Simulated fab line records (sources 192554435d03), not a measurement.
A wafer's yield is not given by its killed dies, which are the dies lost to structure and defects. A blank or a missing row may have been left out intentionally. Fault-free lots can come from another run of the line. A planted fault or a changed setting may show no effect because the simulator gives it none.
A struck lot beside a sound one    flow n5 finfet    15 steps out of a route of 1938
Sound: wafers L305.1, L305.2, L305.4. Struck: wafer L312.4 (left out: L312.2, L312.3 of the same lot, which were not struck); the cause appears at the end.
For every step that has rows: the tool of each side, followed by ch and its chambers, followed by its first start. Under that, the readings that differ: sound wafers    struck wafers    difference of the means    sigmas: that difference in standard deviations of wafers without a fault.
alike: readings whose means differ by less than 2 such deviations, and words and numbers that are the same on both sides. not compared: withheld readings, readings that some wafer has no value for, bounds like >300 that may hide the same value, and numbers for which the record gives no deviation and whose values overlap.
Wherever a step has rows on one side only, a row that says differs or no value, or a row with sigmas, the two part there. When numbers do not overlap yet have no deviation, they are printed without sigmas and do not part them. A reading that every wafer of one side lacks parts them only if that side has two wafers or more.

first, 6 steps without rows for these wafers: N5_MOL_CONTACT_COAG_COAT_34 (resist thk 40 nm); N5_MOL_CONTACT_COAG_EBR_36; N5_MOL_CONTACT_COAG_SOFTBAKE_35 (time 60 s); N5_MOL_CONTACT_COAG_EXPOSE_37 (exposes mask VD, defocus 0 nm); N5_MOL_CONTACT_COAG_PEB_38 (peb time 60 s); N5_MOL_CONTACT_COAG_DEVELOP_39 (develop time 30 s).
N5_MOL_CONTACT_COAG_CD_MEAS_40: target cd 25.1 nm.
  sound on cd sem-03 ch 0, day 6 03:27; struck on cd sem-03 ch 0, day 7 23:13
  alike: cd nm
N5_MOL_CONTACT_COAG_OVL_MEAS_41:
  sound on overlay-01 ch 0, day 6 03:29; struck on overlay-02 ch 0, day 7 23:15
  alike: VD_OVL
N5_MOL_CONTACT_COAG_INSPECT_42: inspects for defects (brightfield).
  sound on defect inspect-02 at day 6 03:32; struck on defect inspect-02 at day 7 23:18
  alike: raw defect count
N5_MOL_CONTACT_COAG_DESCUM_45: chemistry O2, time 7 s.
  sound on rie diel-02 ch 0,2,3, day 6 03:37; struck on rie diel-02 ch 3, day 7 23:24
  alike: drypump motor current A, oes product au, rf vpp V, showerhead plenum p Torr, throttle valve pct
  not compared: rf hours counter h
N5_MOL_CONTACT_COAG_ETCH_65: etches underlayer in N2/H2, target depth 13 nm, time 10.4 s.
  sound on rie diel-02 ch 0,2,3, day 6 03:38; struck on rie diel-02 ch 3, day 7 23:26
  alike: drypump motor current A, etch rf on time s, oes product au, rf vpp V, showerhead plenum p Torr, throttle valve pct
  not compared: rf hours counter h
N5_MOL_CONTACT_COAG_ETCH_66: etches SiARC in CF4, target depth 13 nm, time 21.7 s.
  sound on rie diel-02 ch 0,2,3, day 6 03:40; struck on rie diel-02 ch 3, day 7 23:28
  alike: drypump motor current A, etch rf on time s, oes product au, rf vpp V, showerhead plenum p Torr, throttle valve pct
  not compared: rf hours counter h
N5_MOL_CONTACT_COAG_ALD_133: deposits SiO2, target thk 5 nm, pulse time 1 s, co reactant pulse time 1 s.
  sound on ald sin-02 ch 0,2,3, day 6 03:52; struck on ald sin-04 ch 0, day 7 23:32
reading               sound               struck  difference  sigmas
susceptor temp C (C)  99.90 100.04 99.95  91.96   -8.00       -62
  alike: heater power w, precursor pulse height rel
N5_MOL_CONTACT_COAG_ETCHBACK_134: etches SiO2 in CHF3, target depth 10 nm, time 6.7 s.
  sound on rie diel-02 ch 1,2,3, day 6 04:02; struck on rie diel-02 ch 0, day 7 23:49
reading                 sound        struck  difference  sigmas
rf hours counter h (h)  164 167 180  210     +40         
  alike: drypump motor current A, oes product au, rf vpp V, showerhead plenum p Torr, throttle valve pct
-- a jump in the record: the struck wafers' starts before and after are 3 days apart (it breaks off in module MOL_CONTACT_COAG and resumes in module BEOL_M4, where the first step shown is number 1111 of the route) --
N5_BEOL_M4_RC_MEAS_101:
  sound on prober-02 ch 0, day 8 09:47; struck on prober-02 ch 0, day 10 12:28
  alike: DIBL_N, DIBL_P, IOFF_N, IOFF_P, ION_N, ION_P, SS_N, SS_P, VT_N, VT_P

== WHERE THEY PART ==
N5_MOL_CONTACT_COAG_ALD_133 only, going by this record. Later steps at which nothing parts them and some readings are alike: N5_MOL_CONTACT_COAG_ETCHBACK_134, N5_BEOL_M4_RC_MEAS_101.

WHY: what the simulator had put in
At N5_MOL_CONTACT_COAG_ALD_133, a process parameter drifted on ald sin-04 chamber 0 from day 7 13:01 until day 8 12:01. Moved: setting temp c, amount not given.
